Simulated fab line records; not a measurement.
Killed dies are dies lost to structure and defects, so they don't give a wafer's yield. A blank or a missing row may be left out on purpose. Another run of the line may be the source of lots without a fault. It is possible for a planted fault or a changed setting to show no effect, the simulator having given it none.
Code-filled problem report in 8D (eight disciplines) form	flow n5_finfet	the parts of the form that need people (team, actions taken, sign-off) are left out

## 1. PROBLEM STATEMENT
killed_at_front_end at N5_PASSIVATION_PROBE_49 reads a mean of 156 on 3 wafers of 1 lot; wafers without a fault read 43 with a standard deviation of 13. That puts it +8.7 standard deviations away from the usual mean.
Seen first at day 15 20:23 on prober-01, wafer L976.1. The record holds 3 wafers of 1 lot with a number at this step. Rule for "out" (also "out of limits"): further than 4 standard deviations from the usual mean. Any other wafer with a number is counted as sound.

## 2. WHAT IT IS; WHAT IT IS NOT
question	is	is not
which readings at this step	killed_at_front_end, defect_limited_yield, killed_dies, sort_bin_5_function, sort_n_pass, sort_yield_pct	killed_at_M0_to_M3, killed_at_M4_up, killed_at_contacts, killed_at_other, killed_open, killed_short, sort_bin_6_memory
which lots	L976	-
which wafers of those lots	all that have a number	-
read on which tools	prober-01	-
when	from day 15 20:23	up to then (0 sound wafers)

## 3. SUSPECTS, AND WHAT RULES EACH OUT
Counting: any tool at a process step up to the reading is kept as a suspect provided that every lot that is out went through it and no sound lot did after the first of them.
- plasma_asher-02 at N5_SDB_STRIP_22 (strips in N2/H2): kept. It ran the lot that is out, L976 (day 6 09:22), and no sound lot after that.
- prober-01 at N5_PASSIVATION_PROBE_49: kept. It ran the lot that is out, L976 (day 15 20:23), and no sound lot after that. Out on those wafers are its own readings of defect_limited_yield, killed_at_front_end, killed_dies, sort_bin_5_function, sort_n_pass, sort_yield_pct.
The count leaves prober-01 at N5_PASSIVATION_PROBE_49 and plasma_asher-02 at N5_SDB_STRIP_22.

## 4. THE CAUSE (what the simulator had put in)
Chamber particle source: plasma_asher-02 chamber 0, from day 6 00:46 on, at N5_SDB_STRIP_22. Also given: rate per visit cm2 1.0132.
2 suspects survive the count, and this tool is in that group.

## 5. THE CHAIN OF EFFECTS, in route order
Each row: a reading whose mean over the struck wafers that have a number lies more than 3 standard deviations from the usual. Scope: only readings with a usual standard deviation given in the record; hours: median across lots of the time from each lot's start at the first step in this table that gives one to its start at this step; sigmas: change in usual standard deviations.
hours	step	reading	usual	on struck wafers	change	sigmas
0	N5_PASSIVATION_PROBE_49	defect_limited_yield	91.1 %	81.6	-9.5	-6.3
0	N5_PASSIVATION_PROBE_49	killed_at_front_end	43	156	+113	+8.7
0	N5_PASSIVATION_PROBE_49	killed_dies	105	217	+112	+6.6
0	N5_PASSIVATION_PROBE_49	sort_bin_5_function	5.2 %	11.4	+6.2	+6.8
0	N5_PASSIVATION_PROBE_49	sort_n_pass	1075	963	-112	-6.6
0	N5_PASSIVATION_PROBE_49	sort_yield_pct	91.1 %	81.6	-9.5	-6.3
Its process steps:
- N5_PASSIVATION_PROBE_49

## 6. WHAT WOULD HAVE CAUGHT IT SOONER
In this record the first reading out of limits was taken at day 15 20:23, 236 hours after the fault began at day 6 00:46.
Tool readings at N5_SDB_STRIP_22 with a usual standard deviation given in the record: none out on any struck wafer, hence no alarm at a limit of 4 standard deviations on them.
By day 15 20:23, every lot that is out (1) had started N5_SDB_STRIP_22 on plasma_asher-02. A hold on the tool at that time would have spared none of them.
